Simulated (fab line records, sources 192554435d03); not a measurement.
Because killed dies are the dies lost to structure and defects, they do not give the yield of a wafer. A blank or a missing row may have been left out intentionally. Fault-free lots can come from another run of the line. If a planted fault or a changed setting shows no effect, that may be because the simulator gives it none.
Which tool is to blame?    flow n5-finfet    27 wafers from 9 lots sampled at 5 of the route's 1938 steps

WHAT EACH GAUGE READ, for each wafer
N5_BEOL_M4_RC_MEAS_101. Usual: DIBL_N 35.8 mV/V, standard deviation 1.8; DIBL_P 35.9 mV/V, standard deviation 2.2; IOFF_N 0.16 nA/um, standard deviation 0.035; IOFF_P 0.21 nA/um, standard deviation 0.04; ION_N 672 uA/um, standard deviation 11; ION_P 461 uA/um, standard deviation 7.4; SS_N 71.4 mV/dec, standard deviation 0.64; SS_P 73.2 mV/dec, standard deviation 0.67; VT_N 250 mV, standard deviation 3.5; VT_P -251 mV, standard deviation 3.4.
lot   measured      on         DIBL_N (mV/V)   DIBL_P (mV/V)   IOFF_N (nA/um)  IOFF_P (nA/um)  ION_N (uA/um)  ION_P (uA/um)  SS_N (mV/dec)   SS_P (mV/dec)   VT_N (mV)    VT_P (mV)       flag
L339  day 8 15:25   prober-01  34.9 32.9 34.9  36.2 34.3 36.9  0.17 0.14 0.17  0.23 0.20 0.25  675 669 677    468 463 476    71.4 71.4 71.0  74.0 72.7 72.8  247 250 245  -246 -250 -246  
L343  day 9 08:31   prober-01  35.9 35.0 36.8  37.2 35.8 37.1  0.16 0.14 0.17  0.21 0.20 0.21  671 669 675    464 459 464    72.0 71.6 71.9  73.4 72.8 73.3  250 252 250  -250 -254 -249  
L348  day 10 06:25  prober-01  38.0 38.2 36.5  37.8 37.2 35.5  0.20 0.20 0.17  0.24 0.23 0.20  686 677 687    463 461 469    71.9 72.3 71.7  74.3 73.8 74.4  244 248 249  -250 -251 -252  
L350  day 11 11:02  prober-02  39.1 34.3 34.8  39.8 33.5 35.5  0.23 0.12 0.14  0.27 0.17 0.20  690 665 667    472 457 463    72.2 70.7 70.3  73.6 73.1 72.8  244 254 252  -248 -252 -248  
L352  day 11 19:51  prober-02  34.3 37.1 35.0  34.6 38.2 35.8  0.13 0.19 0.15  0.21 0.28 0.23  658 664 669    462 464 470    71.3 71.2 70.5  73.0 73.7 72.3  253 247 249  -249 -246 -246  
L353  day 12 13:22  prober-02  37.4 39.5 34.0  36.8 40.4 33.2  0.21 0.25 0.13  0.27 0.34 0.20  697 702 667    478 486 462    71.8 72.1 70.4  73.6 73.8 72.5  245 242 252  -244 -243 -247  
L356  day 12 16:39  prober-01  37.3 37.0 32.9  36.3 35.8 31.6  0.18 0.16 0.11  0.21 0.20 0.15  672 682 661    458 464 456    72.0 70.6 70.9  73.2 73.4 72.5  248 249 252  -251 -251 -256  
L359  day 12 23:56  prober-01  37.1 36.5 33.7  37.8 36.8 32.5  0.17 0.15 0.11  0.21 0.20 0.15  679 674 660    458 468 454    72.1 71.4 70.9  74.1 73.9 72.8  246 251 255  -251 -255 -255  
L361  day 13 23:44  prober-02  34.4 35.2 32.4  33.0 34.1 30.8  0.11 0.12 0.09  0.17 0.18 0.14  659 658 653    459 459 453    70.6 71.7 70.3  72.5 72.9 71.6  255 255 257  -251 -253 -255  

WHAT TOOL EACH LOT RAN ON (gives the tool, then ch and the chambers of the sampled wafers, and finally the start)
lot   N5_ZERO_LAYER_ETCH_18            N5_WELL_APT_EXPOSE_22             N5_PMOS_HMC_CHANNEL_EPI_HM_OPEN_15  N5_FIN_SAQP_PECVD_47
L339  rie-si-03 ch 0,1,2, day 1 18:47  krf-scanner-02 ch 0, day 1 20:38  rie-diel-03 ch 1,3, day 1 23:11     pecvd-01 ch 0,1, day 2 04:00
L343  rie-si-06 ch 0,1, day 2 18:47    krf-scanner-01 ch 0, day 2 20:47  rie-diel-06 ch 0,2,3, day 2 23:19   pecvd-02 ch 0,1,2, day 3 02:46
L348  rie-si-03 ch 0,2,3, day 4 01:00  krf-scanner-02 ch 0, day 4 02:59  rie-diel-01 ch 0,1, day 4 06:19     pecvd-02 ch 1,2, day 4 10:19
L350  rie-si-03 ch 1,2,3, day 4 12:55  krf-scanner-02 ch 0, day 4 14:46  rie-diel-06 ch 0,2,3, day 4 17:55   pecvd-01 ch 0,1,2, day 4 22:48
L352  rie-si-04 ch 0,2, day 5 00:55    krf-scanner-02 ch 0, day 5 03:04  rie-diel-06 ch 0,1,2, day 5 05:28   pecvd-02 ch 0,1, day 5 08:55
L353  rie-si-06 ch 0,2,3, day 5 07:08  krf-scanner-01 ch 0, day 5 09:15  rie-diel-01 ch 1,2, day 5 11:48     pecvd-01 ch 0,2, day 5 15:15
L356  rie-si-06 ch 0,1,2, day 6 00:47  krf-scanner-01 ch 0, day 6 02:46  rie-diel-01 ch 1,2,3, day 6 05:22   pecvd-02 ch 1,2, day 6 08:42
L359  rie-si-06 ch 1,2,3, day 6 18:58  krf-scanner-01 ch 0, day 6 20:50  rie-diel-01 ch 0,1,3, day 6 23:48   pecvd-01 ch 0,2, day 7 03:24
L361  rie-si-03 ch 1,3, day 7 06:55    krf-scanner-01 ch 0, day 7 09:05  rie-diel-06 ch 1,2, day 7 11:55     pecvd-02 ch 1,2, day 7 15:23
- N5_ZERO_LAYER_ETCH_18: etches Si in HBr/Cl2, target depth 120 nm, time 40 s.
- N5_WELL_APT_EXPOSE_22: exposes mask PWELL, defocus 0 nm, target cd 200 nm.
- N5_PMOS_HMC_CHANNEL_EPI_HM_OPEN_15: chemistry CHF3/O2, target SiO2, target depth 40.6 nm, time 20.3 s.
- N5_FIN_SAQP_PECVD_47: deposits a-Si from SiH4/He, target thk 45 nm, time 36.3 s.

AS READ BY THE TOOLS THEMSELVES (means over the sampled wafers that have a number; for cases with no such wafer, the mark the record gives instead)
N5_ZERO_LAYER_ETCH_18. Usual: bias-w 75.01 W, standard deviation 0.23; drypump-motor-current-A 5.6 A, standard deviation 0.39; oes-product-au 1.008 a.u., standard deviation 0.015; throttle-valve-pct 36.31 %, standard deviation 0.27.
lot   tool       bias-w (W)  drypump-motor-current-A (A)  oes-product-au (a.u.)  throttle-valve-pct (%)  flag
L339  rie-si-03  75.02       5.7                          1.000                  36.40                   
L343  rie-si-06  75.19       5.5                          1.014                  36.12                   
L348  rie-si-03  75.04       5.6                          1.004                  36.32                   
L350  rie-si-03  75.15       5.6                          1.009                  36.19                   
L352  rie-si-04  75.07       5.8                          0.996                  36.15                   
L353  rie-si-06  74.87       5.7                          1.019                  36.49                   
L356  rie-si-06  75.11       5.4                          1.023                  36.18                   
L359  rie-si-06  75.01       5.5                          1.012                  36.40                   
L361  rie-si-03  74.82       5.3                          1.000                  36.07                   

N5_WELL_APT_EXPOSE_22. Usual: 23.174 for exposure-dose-mJ-cm2, sd 0.022.
lot   tool            exposure-dose-mJ-cm2  flag
L339  krf-scanner-02  23.164                
L343  krf-scanner-01  23.175                
L348  krf-scanner-02  23.213                
L350  krf-scanner-02  23.652                OFF
L352  krf-scanner-02  23.527                OFF
L353  krf-scanner-01  23.196                
L356  krf-scanner-01  23.156                
L359  krf-scanner-01  23.166                
L361  krf-scanner-01  23.159                

N5_PMOS_HMC_CHANNEL_EPI_HM_OPEN_15. Usual: bias-w 170.0 W, standard deviation 0.5; drypump-motor-current-A 5.8 A, standard deviation 0.47; mfc-ar-sccm 200.0 sccm, standard deviation 0.59; oes_f_703_au 0.78 a.u., standard deviation 0.083; oes-product-au 0.78 a.u., standard deviation 0.087; rf-vpp-V 520 V, standard deviation 9.3; showerhead-plenum-p-Torr 2.38 Torr, standard deviation 0.041; throttle-valve-pct 19.00 %, standard deviation 0.24.
lot   tool         bias-w (W)  drypump-motor-current-A (A)  mfc-ar-sccm (sccm)  oes_f_703_au (a.u.)  oes-product-au (a.u.)  rf-vpp-V (V)  showerhead-plenum-p-Torr (Torr)  throttle-valve-pct (%)  flag
L339  rie-diel-03  169.6       5.4                          200.2               0.73                 0.73                   532           2.36                             19.18                   
L343  rie-diel-06  169.9       5.7                          199.5               0.84                 0.83                   517           2.37                             18.86                   
L348  rie-diel-01  170.2       6.0                          200.3               0.78                 0.77                   509           2.37                             18.98                   
L350  rie-diel-06  169.9       5.7                          200.1               0.82                 0.82                   518           2.36                             18.89                   
L352  rie-diel-06  170.2       5.8                          199.7               0.81                 0.80                   515           2.36                             18.86                   
L353  rie-diel-01  169.9       5.9                          199.5               0.84                 0.82                   519           2.37                             18.86                   
L356  rie-diel-01  170.0       6.2                          199.9               0.79                 0.77                   519           2.38                             18.93                   
L359  rie-diel-01  169.8       6.2                          200.2               0.89                 0.87                   512           2.37                             18.77                   
L361  rie-diel-06  170.3       5.5                          199.2               0.73                 0.73                   519           2.35                             18.95                   

N5_FIN_SAQP_PECVD_47. Usual: heater-power-w 872 W, standard deviation 150; showerhead-plenum-p-Torr 5.68 Torr, standard deviation 0.042; throttle-valve-pct 18.1 %, standard deviation 0.71.
lot   tool      heater-power-w (W)  showerhead-plenum-p-Torr (Torr)  throttle-valve-pct (%)  flag
L339  pecvd-01  852                 5.67                             18.7                    
L343  pecvd-02  1004                5.68                             18.1                    
L348  pecvd-02  910                 5.71                             17.9                    
L350  pecvd-01  788                 5.67                             18.1                    
L352  pecvd-02  1103                5.65                             18.3                    
L353  pecvd-01  766                 5.70                             17.5                    
L356  pecvd-02  981                 5.72                             18.1                    
L359  pecvd-01  732                 5.68                             17.6                    
L361  pecvd-02  1044                5.69                             17.7                    

THE ANSWER, worked out from the rows above alone
Rule: a lot counts as off when the mean over its wafers that have a number is more than 3 standard deviations away from the usual mean. Also off: a lot with no number at a reading for which 4 or more lots have one. The other lots that the step has rows for count as sound. The gauges are gone through in route order, then the tools' own readings, and for those a lot's mean is taken as printed above. The first step at which some lot is off is used, and at that step the reading that is off furthest; a lot without a number counts as furthest.
Off, at N5_WELL_APT_EXPOSE_22 on exposure-dose-mJ-cm2: L350, L352.
A tool fits if, at that step or a process step before it, it ran every lot that is off, and no sound lot after the first of them. One candidate fits, namely krf-scanner-02 at N5_WELL_APT_EXPOSE_22. Its last sound lot is L348 (day 4 02:59), its first lot that is off L350 (day 4 14:46): a fault that began between those two fits.
The tool's own readings at N5_WELL_APT_EXPOSE_22 bear it out: on the lots that are off they differ by more than 5 times the standard deviation of the sound lots' means. exposure-dose-mJ-cm2 reads 23.590 there against 23.176 on the sound lots.

WHAT THE SIMULATOR PUT IN
Process parameters drifting: krf-scanner-02 at N5_WELL_APT_EXPOSE_22, beginning at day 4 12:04. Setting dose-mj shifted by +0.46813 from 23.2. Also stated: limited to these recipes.
Struck lots among those shown: L350, L352. This agrees with what the rule above found.
